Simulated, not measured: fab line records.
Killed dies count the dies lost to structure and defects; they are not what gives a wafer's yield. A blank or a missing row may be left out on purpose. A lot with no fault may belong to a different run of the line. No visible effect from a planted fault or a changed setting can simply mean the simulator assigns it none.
fab line records -- flow nand_harc
[record] lots = 24, wafers = 72, last_day = 33
route steps=1302 shown P_M0@278 P_M1@305 P_M2@329
lots untouched by any fault: they come from a run of this same line in which no faults occurred
start_h: the number of hours between the record's first day and the start of the first shown wafer of the lot -- wait_h: time in hours since the lot's previous step -- " as in the row above -- L1.1+2: a single row standing in for several wafers -- - value missing, or start not given -- * or withheld: withheld -- < > ~ a bound
route shown NAME@n: NAME is a module with steps in the file, n the number in the route of the first one -- usual: mean and standard deviation over wafers with no fault -- same: alike in all rows -- chamber/n: place in a boat -- sites: the reading at each site -- _std_site: how widely they spread, as a standard deviation -- _edge_site: mean of outer sites minus mean of inner sites -- radius_mm: how far each site lies from the wafer's centre -- mask NAME#n: copy n -- behind: the last tool/chamber to shape the wafer -- hold: cause of the lot's hold/its duration in hours/its outcome -- device: names the non-switching transistor (n, p or np) -- end of line: the route-end tests of the same wafers -- a step without rows: its recipe alone -- killed: dies lost to structure and defects at the first sort, not the wafer's yield -- map: per-die view of a wafer (x killed, . not killed, _ where there is no die)
set.NAME: the setting as run; set.NAME@STEP: as run at that earlier step -- model.NAME: the simulator's own value behind a step, which no gauge read
a sample of lots followed through the steps of the route, with each step as a table and each wafer as a row
services: the hour from which a tool's chamber was out of use, counted from the record's first day as start_h (under 0 if before that day), plus the number of hours and why
[[steps]]
[step NHARC_P_M0_CMP_23]
[recipe] t_overpolish_s = 20, target_thk_nm = 117.54
[usual] motor_current_A = 11.8/1, time_to_endpoint_s = 29/3.6
lot.wafer,tool,chamber,start_h,wait_h,motor_current_A,time_to_endpoint_s
L074.3,cmp-02,1,120.98,-,11.2,32
L074.2,cmp-02,2,120.98,-,11.8,24
L074.6,cmp-02,1,120.98,-,11.9,33
L075.4,cmp-04,1,128.57,-,12.7,29
L075.3,cmp-04,3,128.57,-,11.7,27
L075.6,cmp-04,1,128.57,-,13.6,28
L076.1,cmp-04,3,145.16,-,11.6,30
L076.5,cmp-04,3,145.16,-,11.2,31
L076.6,cmp-04,0,145.16,-,11.2,26
L077.1,cmp-02,0,151.11,-,13.6,28
L077.4,cmp-02,2,151.11,-,11.8,28
L077.5,cmp-02,1,151.11,-,11.7,35
L079.1,cmp-04,0,173.87,-,11.5,27
L079.4,cmp-04,1,173.87,-,12.4,28
L079.6,cmp-04,2,173.87,-,11.4,32
L078.1,cmp-02,3,174.34,-,10.5,33
L078.3,cmp-02,0,174.34,-,13.1,31
L078.5,cmp-02,3,174.34,-,10.9,37
L080.1,cmp-04,3,192.26,-,11.7,31
L080.2,cmp-04,0,192.26,-,11.5,33
L080.5,cmp-04,3,192.26,-,11.8,32
L081.4,cmp-02,0,203.45,-,12.8,27
L081.1,cmp-02,1,203.45,-,11.9,33
L081.6,cmp-02,3,203.45,-,10.7,28
L082.1,cmp-01,3,203.72,-,11.9,31
L082.3,cmp-01,2,203.72,-,14.4,31
L082.6,cmp-01,0,203.72,-,13.0,29
L083.4,cmp-02,0,222.34,-,12.6,31
L083.3,cmp-02,1,222.34,-,11.8,33
L083.2,cmp-02,3,222.34,-,10.5,32
L084.2,cmp-02,0,230.01,-,13.5,26
L084.1,cmp-02,1,230.01,-,11.4,34
L084.6,cmp-02,0,230.01,-,12.9,27
L085.4,cmp-02,1,236.77,-,11.7,32
L085.3,cmp-02,2,236.77,-,11.7,28
L085.5,cmp-02,0,236.77,-,12.9,27
L086.4,cmp-02,1,242.86,-,11.9,34
L086.6,cmp-02,1,242.86,-,11.6,31
L086.5,cmp-02,2,242.86,-,11.8,22
L087.1,cmp-02,0,248.83,-,12.9,24
L087.5,cmp-02,2,248.83,-,11.2,26
L087.6,cmp-02,3,248.83,-,10.7,29
L088.4,cmp-01,1,267.54,-,12.5,23
L088.1,cmp-01,3,267.54,-,11.5,29
L088.6,cmp-01,1,267.54,-,12.0,20
L089.2,cmp-02,3,271.18,-,10.3,26
L089.5,cmp-02,3,271.18,-,10.1,28
L089.6,cmp-02,0,271.18,-,13.1,25
L090.1,cmp-04,2,291.58,-,11.1,29
L090.4,cmp-04,1,291.58,-,12.2,26
L090.5,cmp-04,3,291.58,-,11.0,27
L091.4,cmp-02,3,293.94,-,10.4,30
L091.1,cmp-02,0,293.94,-,12.8,26
L091.3,cmp-02,1,293.94,-,11.7,34
L092.3,cmp-02,2,309.98,-,11.1,22
L092.4,cmp-02,3,309.98,-,10.3,32
L092.2,cmp-02,1,309.98,-,11.4,33
L093.4,cmp-02,3,310.48,-,10.1,28
L093.2,cmp-02,0,310.48,-,13.1,28
L093.6,cmp-02,3,310.48,-,10.6,30
L094.1,cmp-02,0,324.53,-,13.0,26
L094.4,cmp-02,2,324.53,-,11.4,28
L094.6,cmp-02,3,324.53,-,10.4,30
L095.2,cmp-04,3,344.04,-,12.0,28
L095.5,cmp-04,1,344.04,-,12.5,29
L095.6,cmp-04,2,344.04,-,11.0,31
L096.3,cmp-01,2,355.29,-,14.4,27
L096.1,cmp-01,3,355.29,-,11.8,29
L096.6,cmp-01,2,355.29,-,14.0,27
L097.2,cmp-04,3,358.40,-,11.4,28
L097.1,cmp-04,0,358.40,-,11.5,28
L097.3,cmp-04,2,358.40,-,10.5,34
[step NHARC_P_M1_DEGAS_29]
[recipe] temp_c = 250, time_s = 60
[usual] heater_power_w = 333/27
[same] time_s = 60
lot.wafer,tool,chamber,start_h,wait_h,heater_power_w
L074.2,pvd_sputter-01,-,123.88,-,357
L074.3,pvd_sputter-01,-,123.88,-,334
L074.6,pvd_sputter-01,-,123.88,-,359
L075.3,pvd_sputter-03,-,131.77,-,334
L075.4,pvd_sputter-03,-,131.77,-,286
L075.6,pvd_sputter-03,-,131.77,-,322
L076.1,pvd_sputter-03,-,148.33,-,329
L076.6,pvd_sputter-03,-,148.33,-,327
L076.5,pvd_sputter-03,-,148.33,-,325
L077.4,pvd_sputter-02,-,154.03,-,332
L077.1,pvd_sputter-02,-,154.03,-,321
L077.5,pvd_sputter-02,-,154.03,-,337
L079.4,pvd_sputter-02,-,176.75,-,322
L079.1,pvd_sputter-02,-,176.75,-,329
L079.6,pvd_sputter-02,-,176.75,-,325
L078.1,pvd_sputter-02,-,177.43,-,320
L078.3,pvd_sputter-02,-,177.43,-,339
L078.5,pvd_sputter-02,-,177.43,-,346
L080.1,pvd_sputter-01,-,195.35,-,305
L080.2,pvd_sputter-01,-,195.35,-,364
L080.5,pvd_sputter-01,-,195.35,-,319
L081.4,pvd_sputter-02,-,206.46,-,350
L081.1,pvd_sputter-02,-,206.46,-,316
L081.6,pvd_sputter-02,-,206.46,-,330
L082.1,pvd_sputter-03,-,206.81,-,268
L082.3,pvd_sputter-03,-,206.81,-,387
L082.6,pvd_sputter-03,-,206.81,-,326
L083.3,pvd_sputter-01,-,225.41,-,340
L083.2,pvd_sputter-01,-,225.41,-,308
L083.4,pvd_sputter-01,-,225.41,-,354
L084.1,pvd_sputter-02,-,233.07,-,336
L084.2,pvd_sputter-02,-,233.07,-,340
L084.6,pvd_sputter-02,-,233.07,-,331
L085.3,pvd_sputter-01,-,239.82,-,319
L085.4,pvd_sputter-01,-,239.82,-,341
L085.5,pvd_sputter-01,-,239.82,-,319
L086.4,pvd_sputter-03,-,245.96,-,327
L086.5,pvd_sputter-03,-,245.96,-,343
L086.6,pvd_sputter-03,-,245.96,-,267
L087.1,pvd_sputter-02,-,251.88,-,324
L087.6,pvd_sputter-02,-,251.88,-,340
L087.5,pvd_sputter-02,-,251.88,-,344
L088.4,pvd_sputter-01,-,270.77,-,312
L088.1,pvd_sputter-01,-,270.77,-,339
L088.6,pvd_sputter-01,-,270.77,-,317
L089.2,pvd_sputter-02,-,274.41,-,338
L089.5,pvd_sputter-02,-,274.41,-,335
L089.6,pvd_sputter-02,-,274.41,-,335
L090.4,pvd_sputter-03,-,294.49,-,391
L090.1,pvd_sputter-03,-,294.49,-,330
L090.5,pvd_sputter-03,-,294.49,-,323
L091.4,pvd_sputter-03,-,296.97,-,323
L091.3,pvd_sputter-03,-,296.97,-,334
L091.1,pvd_sputter-03,-,296.97,-,275
L092.2,pvd_sputter-02,-,313.08,-,334
L092.4,pvd_sputter-02,-,313.08,-,316
L092.3,pvd_sputter-02,-,313.08,-,354
L093.2,pvd_sputter-01,-,313.41,-,343
L093.4,pvd_sputter-01,-,313.41,-,309
L093.6,pvd_sputter-01,-,313.41,-,337
L094.4,pvd_sputter-03,-,327.58,-,268
L094.1,pvd_sputter-03,-,327.58,-,390
L094.6,pvd_sputter-03,-,327.58,-,280
L095.2,pvd_sputter-03,-,346.94,-,270
L095.6,pvd_sputter-03,-,346.94,-,397
L095.5,pvd_sputter-03,-,346.94,-,331
L096.3,pvd_sputter-03,-,358.39,-,336
L096.1,pvd_sputter-03,-,358.39,-,333
L096.6,pvd_sputter-03,-,358.39,-,340
L097.2,pvd_sputter-02,-,361.35,-,330
L097.3,pvd_sputter-02,-,361.35,-,333
L097.1,pvd_sputter-02,-,361.35,-,320
[step NHARC_P_M2_OVL_MEAS_10]
[recipe] pitch_nm = 340
[usual] overlay_x_nm = -0.3/0.73, overlay_y_nm = -0.3/1.1
lot.wafer,tool,chamber,start_h,wait_h,overlay_x_nm,overlay_y_nm
L074.2,overlay-02,-,126.78,-,-0.9,0.3
L074.3,overlay-02,-,126.78,-,-1.1,0.5
L074.6,overlay-02,-,126.78,-,-1.5,0.3
L075.3,overlay-01,-,135.22,-,-0.5,-0.9
L075.4,overlay-01,-,135.22,-,-0.3,-1.8
L075.6,overlay-01,-,135.22,-,-0.3,-1.2
L076.1,overlay-02,-,151.35,-,-1.6,1.1
L076.5,overlay-02,-,151.35,-,-1.3,0.6
L076.6,overlay-02,-,151.35,-,-1.9,0.9
L077.1,overlay-02,-,157.19,-,0.3,-0.2
L077.4,overlay-02,-,157.19,-,0.2,0.2
L077.5,overlay-02,-,157.19,-,0.1,-0.1
L079.1,overlay-02,-,179.79,-,-0.5,0.5
L079.4,overlay-02,-,179.79,-,-0.9,0.0
L079.6,overlay-02,-,179.79,-,-0.3,0.5
L078.1,overlay-01,-,180.46,-,-0.5,0.4
L078.3,overlay-01,-,180.46,-,-0.9,0.4
L078.5,overlay-01,-,180.46,-,-0.4,0.8
L080.1,overlay-01,-,198.39,-,-1.4,-0.1
L080.2,overlay-01,-,198.39,-,-1.6,0.3
L080.5,overlay-01,-,198.39,-,-0.6,0.8
L081.1,overlay-01,-,209.53,-,0.3,0.8
L081.4,overlay-01,-,209.53,-,0.4,1.7
L081.6,overlay-01,-,209.53,-,-0.1,1.0
L082.1,overlay-01,-,209.81,-,-0.1,-1.7
L082.3,overlay-01,-,209.81,-,-0.1,-1.9
L082.6,overlay-01,-,209.81,-,0.6,-2.3
L083.2,overlay-01,-,228.43,-,-0.7,-0.8
L083.3,overlay-01,-,228.43,-,-1.2,-0.5
L083.4,overlay-01,-,228.43,-,-0.6,-0.6
L084.1,overlay-02,-,236.00,-,1.0,-2.7
L084.2,overlay-02,-,236.00,-,0.9,-2.0
L084.6,overlay-02,-,236.00,-,0.0,-2.6
L085.3,overlay-02,-,243.00,-,0.0,0.6
L085.4,overlay-02,-,243.00,-,-0.2,0.7
L085.5,overlay-02,-,243.00,-,0.5,0.6
L086.4,overlay-01,-,249.15,-,0.8,-2.3
L086.5,overlay-01,-,249.15,-,0.7,-2.3
L086.6,overlay-01,-,249.15,-,0.6,-2.1
L087.1,overlay-01,-,255.07,-,-0.6,0.3
L087.5,overlay-01,-,255.07,-,-0.3,1.0
L087.6,overlay-01,-,255.07,-,-0.3,0.5
L088.1,overlay-02,-,273.65,-,-0.6,-0.4
L088.4,overlay-02,-,273.65,-,-0.5,0.2
L088.6,overlay-02,-,273.65,-,-1.0,0.1
L089.2,overlay-02,-,277.82,-,-0.5,-0.4
L089.5,overlay-02,-,277.82,-,-1.1,-0.4
L089.6,overlay-02,-,277.82,-,-0.5,-0.4
L090.1,overlay-02,-,297.54,-,-1.5,-1.5
L090.4,overlay-02,-,297.54,-,-1.4,-1.6
L090.5,overlay-02,-,297.54,-,-1.1,-1.7
L091.1,overlay-02,-,299.85,-,1.2,-0.8
L091.3,overlay-02,-,299.85,-,1.1,-0.8
L091.4,overlay-02,-,299.85,-,0.7,-1.2
L092.2,overlay-02,-,316.26,-,0.2,-0.9
L092.3,overlay-02,-,316.26,-,-0.5,-1.0
L092.4,overlay-02,-,316.26,-,-0.2,-0.9
L093.2,overlay-01,-,316.61,-,-0.2,0.8
L093.4,overlay-01,-,316.61,-,0.7,1.0
L093.6,overlay-01,-,316.61,-,0.8,1.4
L094.1,overlay-01,-,330.46,-,-0.6,-1.7
L094.4,overlay-01,-,330.46,-,-1.0,-1.1
L094.6,overlay-01,-,330.46,-,-0.2,-1.0
L095.2,overlay-02,-,349.86,-,-0.1,-0.1
L095.5,overlay-02,-,349.86,-,-0.3,0.1
L095.6,overlay-02,-,349.86,-,-0.3,-0.1
L096.1,overlay-01,-,361.42,-,0.7,-1.4
L096.3,overlay-01,-,361.42,-,0.3,-1.0
L096.6,overlay-01,-,361.42,-,0.5,-1.1
L097.1,overlay-01,-,364.29,-,-0.1,0.2
L097.2,overlay-01,-,364.29,-,-0.1,0.9
L097.3,overlay-01,-,364.29,-,0.3,1.0
[step NHARC_P_M2_CD_MEAS_16]
[usual] cd_nm = 170.0/1
lot.wafer,tool,chamber,start_h,wait_h,cd_nm
L074.2,cd_sem-01,-,127.19,-,168.2
L074.3,cd_sem-01,-,127.19,-,169.4
L074.6,cd_sem-01,-,127.19,-,169.8
L075.3,cd_sem-03,-,135.62,-,169.7
L075.4,cd_sem-03,-,135.62,-,170.2
L075.6,cd_sem-03,-,135.62,-,169.9
L076.1,cd_sem-02,-,151.75,-,170.6
L076.5,cd_sem-02,-,151.75,-,170.5
L076.6,cd_sem-02,-,151.75,-,170.4
L077.1,cd_sem-02,-,157.59,-,169.0
L077.4,cd_sem-02,-,157.59,-,169.3
L077.5,cd_sem-02,-,157.59,-,169.5
L079.1,cd_sem-01,-,180.19,-,169.2
L079.4,cd_sem-01,-,180.19,-,172.0
L079.6,cd_sem-01,-,180.19,-,170.3
L078.1,cd_sem-03,-,180.87,-,170.0
L078.3,cd_sem-03,-,180.87,-,170.1
L078.5,cd_sem-03,-,180.87,-,168.7
L080.1,cd_sem-02,-,198.79,-,170.6
L080.2,cd_sem-02,-,198.79,-,171.9
L080.5,cd_sem-02,-,198.79,-,169.4
L081.1,cd_sem-01,-,209.93,-,169.3
L081.4,cd_sem-01,-,209.93,-,168.5
L081.6,cd_sem-01,-,209.93,-,169.5
L082.1,cd_sem-01,-,210.21,-,172.1
L082.3,cd_sem-01,-,210.21,-,169.5
L082.6,cd_sem-01,-,210.21,-,170.7
L083.2,cd_sem-03,-,228.83,-,171.8
L083.3,cd_sem-03,-,228.83,-,169.8
L083.4,cd_sem-03,-,228.83,-,168.8
L084.1,cd_sem-03,-,236.40,-,169.0
L084.2,cd_sem-03,-,236.40,-,170.3
L084.6,cd_sem-03,-,236.40,-,169.4
L085.3,cd_sem-01,-,243.40,-,170.9
L085.4,cd_sem-01,-,243.40,-,170.9
L085.5,cd_sem-01,-,243.40,-,172.3
L086.4,cd_sem-02,-,249.56,-,170.7
L086.5,cd_sem-02,-,249.56,-,169.4
L086.6,cd_sem-02,-,249.56,-,170.2
L087.1,cd_sem-03,-,255.48,-,171.6
L087.5,cd_sem-03,-,255.48,-,171.0
L087.6,cd_sem-03,-,255.48,-,169.5
L088.1,cd_sem-03,-,274.06,-,169.6
L088.4,cd_sem-03,-,274.06,-,170.1
L088.6,cd_sem-03,-,274.06,-,169.7
L089.2,cd_sem-03,-,278.22,-,170.2
L089.5,cd_sem-03,-,278.22,-,170.2
L089.6,cd_sem-03,-,278.22,-,168.9
L090.1,cd_sem-01,-,298.05,-,169.4
L090.4,cd_sem-01,-,298.05,-,169.1
L090.5,cd_sem-01,-,298.05,-,171.1
L091.1,cd_sem-01,-,300.25,-,168.1
L091.3,cd_sem-01,-,300.25,-,168.9
L091.4,cd_sem-01,-,300.25,-,169.2
L092.2,cd_sem-02,-,316.66,-,170.1
L092.3,cd_sem-02,-,316.66,-,170.2
L092.4,cd_sem-02,-,316.66,-,170.9
L093.2,cd_sem-01,-,317.02,-,168.4
L093.4,cd_sem-01,-,317.02,-,168.4
L093.6,cd_sem-01,-,317.02,-,168.5
L094.1,cd_sem-02,-,330.86,-,169.9
L094.4,cd_sem-02,-,330.86,-,170.6
L094.6,cd_sem-02,-,330.86,-,169.0
L095.2,cd_sem-03,-,350.30,-,170.2
L095.5,cd_sem-03,-,350.30,-,169.9
L095.6,cd_sem-03,-,350.30,-,169.5
L096.1,cd_sem-02,-,361.82,-,171.4
L096.3,cd_sem-02,-,361.82,-,170.2
L096.6,cd_sem-02,-,361.82,-,172.2
L097.1,cd_sem-01,-,364.69,-,169.6
L097.2,cd_sem-01,-,364.69,-,170.9
L097.3,cd_sem-01,-,364.69,-,171.3
[step NHARC_P_M2_PRE_CLEAN_30]
[recipe] time_s = 30, temp_c = 280, gas = H2/He
[usual] heater_power_w = 410/31
[same] time_s = 30
lot.wafer,tool,chamber,start_h,wait_h,heater_power_w
L074.3,pvd_sputter-01,-,-,-,382
L074.2,pvd_sputter-01,-,-,-,406
L074.6,pvd_sputter-01,-,-,-,384
L075.4,pvd_sputter-02,-,-,-,418
L075.3,pvd_sputter-02,-,-,-,404
L075.6,pvd_sputter-02,-,-,-,420
L076.1,pvd_sputter-02,-,-,-,406
L076.5,pvd_sputter-02,-,-,-,406
L076.6,pvd_sputter-02,-,-,-,401
L077.1,pvd_sputter-03,-,-,-,473
L077.4,pvd_sputter-03,-,-,-,352
L077.5,pvd_sputter-03,-,-,-,409
L079.1,pvd_sputter-03,-,-,-,489
L079.4,pvd_sputter-03,-,-,-,404
L079.6,pvd_sputter-03,-,-,-,479
L078.1,pvd_sputter-01,-,-,-,379
L078.3,pvd_sputter-01,-,-,-,447
L078.5,pvd_sputter-01,-,-,-,418
L080.2,pvd_sputter-02,-,-,-,395
L080.1,pvd_sputter-02,-,-,-,413
L080.5,pvd_sputter-02,-,-,-,383
L081.4,pvd_sputter-03,-,-,-,464
L081.1,pvd_sputter-03,-,-,-,328
L081.6,pvd_sputter-03,-,-,-,397
L082.3,pvd_sputter-02,-,-,-,410
L082.1,pvd_sputter-02,-,-,-,411
L082.6,pvd_sputter-02,-,-,-,406
L083.3,pvd_sputter-03,-,-,-,401
L083.2,pvd_sputter-03,-,-,-,407
L083.4,pvd_sputter-03,-,-,-,484
L084.1,pvd_sputter-03,-,-,-,398
L084.2,pvd_sputter-03,-,-,-,337
L084.6,pvd_sputter-03,-,-,-,397
L085.4,pvd_sputter-02,-,-,-,409
L085.3,pvd_sputter-02,-,-,-,417
L085.5,pvd_sputter-02,-,-,-,405
L086.4,pvd_sputter-01,-,-,-,443
L086.5,pvd_sputter-01,-,-,-,426
L086.6,pvd_sputter-01,-,-,-,373
L087.1,pvd_sputter-01,-,-,-,425
L087.6,pvd_sputter-01,-,-,-,408
L087.5,pvd_sputter-01,-,-,-,383
L088.1,pvd_sputter-03,-,-,-,422
L088.4,pvd_sputter-03,-,-,-,483
L088.6,pvd_sputter-03,-,-,-,412
L089.2,pvd_sputter-01,-,-,-,391
L089.6,pvd_sputter-01,-,-,-,406
L089.5,pvd_sputter-01,-,-,-,386
L090.1,pvd_sputter-01,-,-,-,418
L090.4,pvd_sputter-01,-,-,-,386
L090.5,pvd_sputter-01,-,-,-,410
L091.3,pvd_sputter-01,-,-,-,404
L091.1,pvd_sputter-01,-,-,-,457
L091.4,pvd_sputter-01,-,-,-,415
L092.2,pvd_sputter-03,-,-,-,410
L092.4,pvd_sputter-03,-,-,-,416
L092.3,pvd_sputter-03,-,-,-,339
L093.2,pvd_sputter-01,-,-,-,375
L093.4,pvd_sputter-01,-,-,-,415
L093.6,pvd_sputter-01,-,-,-,382
L094.4,pvd_sputter-01,-,-,-,388
L094.1,pvd_sputter-01,-,-,-,420
L094.6,pvd_sputter-01,-,-,-,441
L095.2,pvd_sputter-02,-,-,-,390
L095.5,pvd_sputter-02,-,-,-,403
L095.6,pvd_sputter-02,-,-,-,387
L096.3,pvd_sputter-02,-,-,-,441
L096.1,pvd_sputter-02,-,-,-,412
L096.6,pvd_sputter-02,-,-,-,398
L097.2,pvd_sputter-01,-,-,-,444
L097.1,pvd_sputter-01,-,-,-,385
L097.3,pvd_sputter-01,-,-,-,414
[step NHARC_P_M2_PVD_21]
[recipe] target_thk_a = 300, chamber_pressure_pa = 5, power_w = 5000, substrate_temp_c = 30, time_s = 20.49, material = Cu
[usual] throttle_valve_pct = 30.2/1
[same] time_s = 20.49
lot.wafer,tool,chamber,start_h,wait_h,throttle_valve_pct
L074.2,pvd_sputter-01,-,-,-,31.1
L074.3,pvd_sputter-01,-,-,-,29.1
L074.6,pvd_sputter-01,-,-,-,31.2
L075.4,pvd_sputter-02,-,-,-,28.8
L075.3,pvd_sputter-02,-,-,-,30.7
L075.6,pvd_sputter-02,-,-,-,29.3
L076.1,pvd_sputter-02,-,-,-,30.8
L076.5,pvd_sputter-02,-,-,-,30.8
L076.6,pvd_sputter-02,-,-,-,31.4
L077.4,pvd_sputter-03,-,-,-,32.3
L077.1,pvd_sputter-03,-,-,-,29.4
L077.5,pvd_sputter-03,-,-,-,28.7
L079.1,pvd_sputter-03,-,-,-,30.4
L079.4,pvd_sputter-03,-,-,-,30.5
L079.6,pvd_sputter-03,-,-,-,30.2
L078.3,pvd_sputter-01,-,-,-,31.3
L078.1,pvd_sputter-01,-,-,-,29.2
L078.5,pvd_sputter-01,-,-,-,31.3
L080.2,pvd_sputter-02,-,-,-,31.7
L080.1,pvd_sputter-02,-,-,-,29.3
L080.5,pvd_sputter-02,-,-,-,31.7
L081.1,pvd_sputter-03,-,-,-,31.7
L081.4,pvd_sputter-03,-,-,-,29.4
L081.6,pvd_sputter-03,-,-,-,30.5
L082.3,pvd_sputter-02,-,-,-,29.4
L082.1,pvd_sputter-02,-,-,-,31.5
L082.6,pvd_sputter-02,-,-,-,29.1
L083.3,pvd_sputter-03,-,-,-,31.7
L083.2,pvd_sputter-03,-,-,-,30.3
L083.4,pvd_sputter-03,-,-,-,30.2
L084.1,pvd_sputter-03,-,-,-,29.4
L084.2,pvd_sputter-03,-,-,-,30.5
L084.6,pvd_sputter-03,-,-,-,30.5
L085.4,pvd_sputter-02,-,-,-,30.5
L085.3,pvd_sputter-02,-,-,-,29.0
L085.5,pvd_sputter-02,-,-,-,29.2
L086.4,pvd_sputter-01,-,-,-,28.6
L086.5,pvd_sputter-01,-,-,-,30.6
L086.6,pvd_sputter-01,-,-,-,28.7
L087.1,pvd_sputter-01,-,-,-,28.8
L087.5,pvd_sputter-01,-,-,-,29.9
L087.6,pvd_sputter-01,-,-,-,30.9
L088.4,pvd_sputter-03,-,-,-,30.4
L088.1,pvd_sputter-03,-,-,-,29.1
L088.6,pvd_sputter-03,-,-,-,30.5
L089.2,pvd_sputter-01,-,-,-,31.3
L089.6,pvd_sputter-01,-,-,-,30.7
L089.5,pvd_sputter-01,-,-,-,28.6
L090.4,pvd_sputter-01,-,-,-,30.6
L090.1,pvd_sputter-01,-,-,-,30.1
L090.5,pvd_sputter-01,-,-,-,30.6
L091.1,pvd_sputter-01,-,-,-,31.4
L091.4,pvd_sputter-01,-,-,-,30.7
L091.3,pvd_sputter-01,-,-,-,28.5
L092.2,pvd_sputter-03,-,-,-,30.3
L092.4,pvd_sputter-03,-,-,-,31.6
L092.3,pvd_sputter-03,-,-,-,30.3
L093.4,pvd_sputter-01,-,-,-,30.4
L093.2,pvd_sputter-01,-,-,-,31.4
L093.6,pvd_sputter-01,-,-,-,30.7
L094.1,pvd_sputter-01,-,-,-,28.9
L094.4,pvd_sputter-01,-,-,-,30.0
L094.6,pvd_sputter-01,-,-,-,31.3
L095.2,pvd_sputter-02,-,-,-,30.2
L095.6,pvd_sputter-02,-,-,-,30.2
L095.5,pvd_sputter-02,-,-,-,31.2
L096.1,pvd_sputter-02,-,-,-,31.2
L096.3,pvd_sputter-02,-,-,-,29.3
L096.6,pvd_sputter-02,-,-,-,30.2
L097.3,pvd_sputter-01,-,-,-,30.1
L097.1,pvd_sputter-01,-,-,-,28.8
L097.2,pvd_sputter-01,-,-,-,31.3
[[services]]
tool,chamber,start_h,hours,kind
cmp-02,-,105.35,2.0,repair
pvd_sputter-02,-,108.88,10.0,pm
cmp-04,-,111.06,4.0,pm
cmp-01,-,119.40,2.6,repair
cmp-02,-,134.50,4.0,pm
cmp-01,-,135.44,0.5,repair
cmp-01,-,144.55,3.3,repair
cmp-04,-,154.71,3.3,repair
pvd_sputter-03,-,170.00,10.0,pm
pvd_sputter-01,-,172.94,7.0,repair
pvd_sputter-02,-,199.94,1.1,repair
cmp-04,-,209.06,4.0,pm
pvd_sputter-01,-,226.00,10.0,pm
cmp-02,-,232.50,4.0,pm
pvd_sputter-01,-,244.10,3.9,repair
pvd_sputter-02,-,286.88,10.0,pm
pvd_sputter-01,-,290.79,1.9,repair
cmp-02,-,291.42,2.0,repair
cmp-04,-,307.06,4.0,pm
pvd_sputter-01,-,321.17,6.8,repair
cmp-02,-,330.50,4.0,pm
cmp-02,-,337.10,3.8,repair
pvd_sputter-03,-,348.00,10.0,pm
cmp-02,-,363.97,0.3,repair
[[key]]
fault none
